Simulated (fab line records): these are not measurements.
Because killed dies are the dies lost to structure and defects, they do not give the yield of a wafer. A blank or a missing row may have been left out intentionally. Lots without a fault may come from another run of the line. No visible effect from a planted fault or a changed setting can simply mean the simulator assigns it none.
Comparing a struck lot with a sound one ; flow nandHarc ; 14 out of 1302 route steps
Sound: the wafers L468.2, L468.4, L468.5. Struck: wafers L469.1, L469.5 (left out: L469.2, a lot-mate that was not struck); the cause follows at the end.
For every step that has rows: the tool of each side, followed by ch and its chambers, followed by its first start. Under that, the readings that differ: sound wafers ; struck wafers ; difference of the means ; sigmas: that difference in standard deviations of wafers without a fault.
alike: words and numbers the same on both sides, and readings whose means are apart by under 2 such deviations; not compared: readings that were withheld, readings missing a value for some wafer, numbers with overlapping values and no deviation given by the record, and bounds like >300 which may hide the same value.
Wherever a step has rows on one side only, a row that says differs or no value, or a row with sigmas, the two part there. When numbers do not overlap yet have no deviation, they are printed without sigmas and do not part them. Lack of a reading on every wafer of one side parts them only where that side has two or more wafers.

NHARC_A_STAIRCASE_DESCUM_291: chemistry O2, time 3 s.
  sound on rieDiel-08 ch 2,3, day 21 21:11; struck on rieDiel-08 ch 2, day 22 16:47
  alike: drypumpMotorCurrentA, oesProductAu, rfVppV, showerheadPlenumPTorr, throttleValvePct
  not compared: rfHoursCounterH
NHARC_A_STAIRCASE_ETCH_292: etches the open film in CF4/CHF3.
  sound on rieDiel-08 ch 0,1,3, day 21 21:16; struck on rieDiel-08 ch 0,2, day 22 16:53
reading;sound;struck;difference;sigmas
oesProductAu (a.u.);0.913 0.925 0.921;0.977 0.967;+0.052;+2
  alike: drypumpMotorCurrentA, rfVppV, showerheadPlenumPTorr, throttleValvePct
  not compared: rfHoursCounterH
then, 3 steps without rows for these wafers: NHARC_A_STAIRCASE_HM_OPEN_460 (chemistry O2/COS); NHARC_A_STAIRCASE_STRIP_461 (strips in O2/COS); NHARC_A_STAIRCASE_ETCH_452 (etches the open film in CF4/O2, target depth 30 nm, overetch 3 nm, time 16.5 s).
NHARC_A_STAIRCASE_ETCH_294: etches the open film in C4F8/O2/Ar, target depth 4989 nm, time 1211.6 s.
  sound: rieDiel-08 ch 0,1,2; struck: rieDiel-08 ch 1
  alike: oesProductAu, rfVppV
  not compared: rfHoursCounterH
NHARC_A_STAIRCASE_STRIP_295: strips in O2.
  sound: rieDiel-08 ch 0,2,3; struck: rieDiel-08 ch 1,3
  alike: drypumpMotorCurrentA, oesProductAu, rfVppV, showerheadPlenumPTorr, throttleValvePct
  not compared: rfHoursCounterH
then, 3 steps without rows for these wafers: NHARC_A_STAIRCASE_STRIP_296 (strips in SPM, time 900 s); NHARC_A_STAIRCASE_PRECLEAN_297 (cleans in SC1); NHARC_A_STAIRCASE_SRD_298.
NHARC_A_STAIRCASE_HM_DEP_462: deposits aC, target thk 800 nm.
  sound on aclDep-01 ch 0, day 22 00:10; struck on aclDep-01 ch 0, day 22 20:44
reading;sound;struck;difference;sigmas
throttleValvePct (%);34.978 35.008 34.991;35.004 35.020;+0.020;+2
NHARC_A_STAIRCASE_DEP_301: deposits SiON, target thk 30 nm.
  sound on pecvd-04 ch 0,2, day 22 01:46; struck on pecvd-04 ch 0, day 22 22:35
reading;sound;struck;difference;sigmas
rfFwdPowerW (W);347.2 347.4 347.5;207.8 209.1;-138.9;-99 or more
showerheadVppV (V);1208 1104 1198;834 868;-319;-7
  alike: heaterPowerW
then, 1 step without rows for these wafers: NHARC_A_STAIRCASE_DEHYDRATE_302 (time 120 s).
-- jump in the record: it breaks off in module A_STAIRCASE and resumes in module END (first step shown: number 1302 of the route), and 7 days separate the struck wafers' starts before and after --
NHARC_END_SORT_01:
  sound on prober-02 ch 0, day 29 11:16; struck on prober-01 ch 0, day 30 08:33
  alike: killedAtArray, killedAtOther, killedAtPeriphery, killedDies, killedOpen, killedShort

WHERE THEY PART
Last at NHARC_A_STAIRCASE_DEP_301 as far as this record goes, first at NHARC_A_STAIRCASE_ETCH_292. Later steps at which nothing parts them and some readings are alike: NHARC_END_SORT_01.

WHY: what had been put in by the simulator
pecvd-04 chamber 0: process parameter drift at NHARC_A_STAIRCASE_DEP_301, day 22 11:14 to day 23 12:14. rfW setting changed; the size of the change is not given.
